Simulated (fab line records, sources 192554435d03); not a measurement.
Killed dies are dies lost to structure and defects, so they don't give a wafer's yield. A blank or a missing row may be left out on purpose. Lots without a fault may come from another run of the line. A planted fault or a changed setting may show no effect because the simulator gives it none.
fab line records | flow n5_finfet
record lots=11 wafers=32 last_day=19
route steps=1938 shown BEOL_M6@1238
lots that met no fault: from a run of the same line without faults
start_h: hours from the record's first day to the start of the lot's first wafer shown | wait_h: hours since the lot's step before | " the same as in the row above | L1.1+2: a row that stands for several wafers | - no value, or no start given | * or withheld: withheld | < > ~ a bound
route shown NAME@n: a module of which the file shows steps, and the number in the route of the first | usual: mean/standard deviation of fault-free wafers | same: alike in all rows | chamber/n: place in a boat | sites: the reading at each site | _std_site: their standard deviation | _edge_site: outer sites' mean less inner sites' | radius_mm: how far each site lies from the wafer's centre | mask NAME#n: copy n | behind: the tool/chamber that last shaped the wafer | hold: why the lot was held/for how many hours/how that ended | device: the transistor (n, p or np) that didn't switch | end of line: the same wafers' tests at the end of the route | a step without rows: its recipe alone | killed: dies lost to structure and defects at the first sort, not the wafer's yield | map: a wafer's dies, x killed, . not, _ none there
set.NAME: the setting as run; set.NAME@STEP: as run at that earlier step | model.NAME: the simulator's own value behind a step, which no gauge read
steps of the route over a sample of lots; a table a step, a row a wafer
services: from which hour (start_h, from the record's first day; less than 0 if before it) a tool's chamber was out of use, for how many hours, and why
## steps
# step N5_BEOL_M6_STRIP_36
# recipe chemistry=N2/H2 power_w=450 temp_c=40 pressure_mtorr=20 rf_frequency_hz=6e+07 overash_fraction=0.3 bias_power_w=7 h2_frac=0.5 n2_flow_sccm=200 h2_flow_sccm=200
# usual drypump_motor_current_A=5.9/0.47 oes_product_au=0.80/0.067 rf_vpp_V=59.2/1.6 showerhead_plenum_p_Torr=2.51/0.088 throttle_valve_pct=23.56/0.28
# columns lot.wafer tool chamber start_h wait_h drypump_motor_current_A oes_product_au rf_hours_counter_h rf_vpp_V showerhead_plenum_p_Torr throttle_valve_pct
L670.1 rie_diel-01 3 209.53 0.0 5.2 0.75 172 59.9 2.31 23.06
L670.4 " 0 " " 6.2 0.77 153 59.5 2.42 23.54
L670.6 " 2 " " 5.4 0.70 - 60.3 2.62 23.62
L671.1 rie_diel-05 1 212.69 0.0 6.2 0.91 30 59.2 2.47 23.26
L671.2 " 3 " " 5.6 0.89 17 61.4 2.47 23.08
L671.6 " 2 " " 5.6 0.73 - 57.9 2.63 23.76
L674.2 rie_diel-05 0 259.09 0.0 5.3 0.80 78 58.2 2.56 23.57
L674.3 " 3 " " 5.5 0.88 27 62.7 2.47 23.09
L674.6 " 0 " " 5.4 0.83 - 58.1 2.56 23.57
L673.4 rie_diel-01 3 262.95 0.0 5.1 0.73 189 58.9 2.30 23.08
L673.5 " 2 " " 5.4 0.69 - 58.2 2.61 23.71
L673.6 " 3 " " 5.1 0.73 - 57.3 2.30 23.09
L676.2 rie_diel-03 2 280.94 0.0 6.7 0.82 89 56.7 2.56 23.63
L676.4 " 0 " " 6.0 0.80 - 57.4 2.46 24.05
L676.5 " 2 " " 6.8 0.80 - 56.1 2.56 23.64
L679.2 rie_diel-01 2 302.23 0.0 5.4 0.68 241 62.0 2.60 23.72
L679.3 " 1 " " 6.4 0.80 88 58.0 2.48 23.54
L679.6 " 1 " " 6.5 0.80 - 58.5 2.48 23.51
L682.2 rie_diel-01 1 321.57 0.0 6.4 0.79 93 58.8 2.48 23.47
L682.6 " 2 " " 5.4 0.68 - 60.5 2.60 23.73
L690.1 rie_diel-05 0 358.07 0.0 5.4 0.79 105 56.4 2.55 23.62
L690.3 " 2 " " 5.6 0.72 244 60.0 2.61 23.80
L690.4 " 1 " " 6.2 0.87 67 59.4 2.45 23.33
L689.2 rie_diel-03 3 361.12 0.0 5.6 0.90 27 59.6 2.60 23.87
L689.4 " 0 " " 6.0 0.78 120 61.6 2.45 24.08
L689.6 " 1 " " 6.5 0.80 - 59.4 2.56 23.42
L691.2 rie_diel-03 2 365.02 0.0 6.7 0.79 109 57.7 2.55 23.66
L691.5 " 2 " " 6.7 0.78 - 61.2 2.56 23.65
L691.6 " 3 " " 5.6 0.91 - 58.5 2.60 23.90
L692.2 rie_diel-05 0 367.43 0.0 5.4 0.79 108 58.9 2.55 23.61
L692.5 " 3 " " 5.5 0.80 - 61.7 2.46 23.16
L692.6 " 0 " " 5.4 0.79 - 59.8 2.55 23.62
# step N5_BEOL_M6_OCD_MEAS_38
# usual trench_depth_nm=94.2/1.8
# columns lot.wafer tool chamber start_h wait_h trench_depth_nm
L670.1 ocd-02 - 209.72 - 92.6
L670.4 " - " " 91.2
L670.6 " - " " 92.4
L671.1 ocd-02 - 212.88 - 95.4
L671.2 " - " " 94.6
L671.6 " - " " 98.1
L674.2 ocd-01 - 259.28 - 94.6
L674.3 " - " " 93.0
L674.6 " - " " 93.7
L673.4 ocd-01 - 263.15 - 92.7
L673.5 " - " " 91.8
L673.6 " - " " 93.2
L676.2 ocd-02 - 281.14 - 96.3
L676.4 " - " " 95.0
L676.5 " - " " 95.9
L679.2 ocd-01 - 302.43 - 92.2
L679.3 " - " " 96.4
L679.6 " - " " 96.6
L682.2 ocd-02 - 321.76 - 97.2
L682.6 " - " " 92.5
L690.1 ocd-01 - 358.26 - 92.2
L690.3 " - " " 95.2
L690.4 " - " " 93.7
L689.2 ocd-01 - 361.32 - 94.4
L689.4 " - " " 92.4
L689.6 " - " " 91.5
L691.2 ocd-01 - 365.21 - 93.8
L691.5 " - " " 94.1
L691.6 " - " " 93.7
L692.2 ocd-02 - 367.64 - 93.8
L692.5 " - " " 94.4
L692.6 " - " " 95.0
# step N5_BEOL_M6_ECD_50
# recipe material=Cu target_thk_a=3000
# columns lot.wafer tool chamber start_h wait_h
L670.1+4+6 ecd_cu-02 1 212.64 0.1
L671.1+2+6 ecd_cu-01 1,0,1 214.26 0.1
L674.2+3+6 ecd_cu-02 0,1,1 261.90 0.1
L673.4+5+6 ecd_cu-01 0,1,0 265.79 0.1
L676.2+4+5 ecd_cu-01 1,1,0 284.13 0.1
L679.2+3+6 ecd_cu-01 0,1,1 305.23 0.1
L682.2+6 ecd_cu-01 0,1 323.49 0.1
L690.1+3+4 ecd_cu-02 0,1,0 360.79 0.1
L689.2+4+6 ecd_cu-02 1,1,0 364.11 0.1
L691.2+5+6 ecd_cu-02 0,1,0 366.71 0.1
L692.2+5+6 ecd_cu-02 0,0,1 370.21 0.1
# step N5_BEOL_M6_CMP_52
# recipe stop_on=SiCOH_lowk t_overpolish_s=6.9 down_force_psi=1 platen_rpm=50 clearing_platen_down_force_psi=1.5 clearing_platen_rpm=50 post_cmp_clean=cu_alkaline target_thk_nm=80 clearing_platen_pad_velocity_m_s=0.99484 pad_velocity_m_s=0.99484
# usual motor_current_A=6.1/0.37 time_to_endpoint_s=62/3.6
# columns lot.wafer tool chamber start_h wait_h motor_current_A time_to_endpoint_s
L670.4 cmp-04 3 213.17 0.2 6.3 68
L670.1 " 0 " " 5.9 65
L670.6 " 2 " " 5.4 68
L671.2 cmp-01 3 214.65 0.2 5.8 68
L671.1 " 0 " " 6.1 65
L671.6 " 3 " " 6.1 67
L674.3 cmp-01 1 262.35 0.2 5.8 61
L674.2 " 3 " " 5.7 67
L674.6 " 2 " " 6.4 63
L673.4 cmp-04 1 266.23 0.2 6.2 69
L673.5 " 3 " " 6.3 61
L673.6 " 0 " " 5.5 62
L676.2 cmp-03 1 284.71 0.2 6.6 62
L676.4 " 3 " " 6.5 63
L676.5 " 0 " " 5.4 68
L679.3 cmp-01 3 305.73 0.2 6.0 65
L679.2 " 1 " " 6.0 36
L679.6 " 3 " " 5.9 40
L682.2 cmp-03 0 323.99 0.3 5.6 37
L682.6 " 2 " " 6.2 34
L690.4 cmp-01 2 361.37 0.1 6.3 62
L690.1 " 3 " " 6.1 68
L690.3 " 0 " " 6.3 65
L689.4 cmp-04 2 364.69 0.2 5.6 67
L689.2 " 0 " " 5.4 61
L689.6 " 1 " " 6.3 67
L691.2 cmp-03 1 368.09 0.2 6.5 58
L691.5 " 0 " " 5.7 63
L691.6 " 1 " " 6.4 58
L692.2 cmp-01 1 371.09 0.3 6.0 61
L692.5 " 2 " " 6.3 65
L692.6 " 3 " " 6.0 64
# step N5_BEOL_M6_THK_MEAS_53
# recipe thk_meas_gauge=xrf reads=Cu_of_BEOL_M6_ECD_50
# usual M6_THK=80.9/2.2
# columns lot.wafer tool chamber start_h wait_h M6_THK[nm]
L670.1 film_metro-01 - 213.43 - 78.3
L670.4 " - " " 77.4
L670.6 " - " " 80.1
L671.1 film_metro-01 - 214.95 - 80.1
L671.2 " - " " 81.5
L671.6 " - " " 84.7
L674.2 film_metro-01 - 262.65 - 81.7
L674.3 " - " " 78.4
L674.6 " - " " 81.0
L673.4 film_metro-02 - 266.45 - 80.3
L673.5 " - " " 78.6
L673.6 " - " " 79.4
L676.2 film_metro-01 - 284.96 - 81.8
L676.4 " - " " 81.3
L676.5 " - " " 81.9
L679.2 film_metro-02 - 305.99 - 79.8
L679.3 " - " " 85.8
L679.6 " - " " 84.5
L682.2 film_metro-01 - 324.17 - 86.0
L682.6 " - " " 79.6
L690.1 film_metro-02 - 361.67 - 80.1
L690.3 " - " " 81.8
L690.4 " - " " 80.0
L689.2 film_metro-01 - 364.95 - 80.4
L689.4 " - " " 79.6
L689.6 " - " " 79.4
L691.2 film_metro-02 - 368.35 - 79.2
L691.5 " - " " 81.1
L691.6 " - " " 78.9
L692.2 film_metro-01 - 371.27 - 79.1
L692.5 " - " " 80.2
L692.6 " - " " 80.6
## services
# columns tool chamber start_h hours kind
ecd_cu-02 - 187.42 4.3 repair
cmp-03 - 187.94 1.7 repair
cmp-04 - 200.39 4.0 pm
ecd_cu-01 - 207.34 0.3 repair
cmp-03 - 220.37 0.8 repair
rie_diel-05 2 229.83 7.1 repair
cmp-01 - 251.66 1.4 repair
cmp-01 - 253.25 6.7 pm
ecd_cu-02 - 257.95 1.9 repair
cmp-01 - 265.31 4.0 pm
cmp-01 - 269.31 - consumable_replace:conditioner
cmp-01 - 269.31 - consumable_replace:pad
cmp-04 - 302.98 17.9 repair
cmp-04 - 320.92 5.8 pm
ecd_cu-02 - 322.22 2.3 repair
rie_diel-03 - 322.81 14.6 pm
rie_diel-01 2 329.64 - clean
rie_diel-01 2 329.64 - consumable_replace:focus_ring
rie_diel-01 2 329.64 14.3 scheduled_down
rie_diel-01 1 341.15 22.0 repair
rie_diel-05 2 349.12 1.4 repair
cmp-01 - 353.80 0.7 repair
cmp-03 - 362.10 4.8 pm
cmp-03 - 370.14 4.0 pm
## key
first_sign step=N5_BEOL_M6_CMP_52 reading=time_to_endpoint_s direction=down sigmas=7.2 usual=* struck=*
effect none on later readings
met_at N5_BEOL_M6_ECD_50
struck_lots L679,L682
struck_wafers L679.2,L679.6,L682.2,L682.6
not_acting_at N5_BEOL_M6_STRIP_36,N5_BEOL_M6_OCD_MEAS_38,N5_BEOL_M6_THK_MEAS_53
onset_between 284.13 305.23
fault kind=process_parameter_drift tool=ecd_cu-01 chamber=- onset_h=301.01 steps=N5_BEOL_M6_ECD_50 channel=target_thk_a offset=* shape=step end_h=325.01 scope=struck_wafers_only acts_in=* stated=*
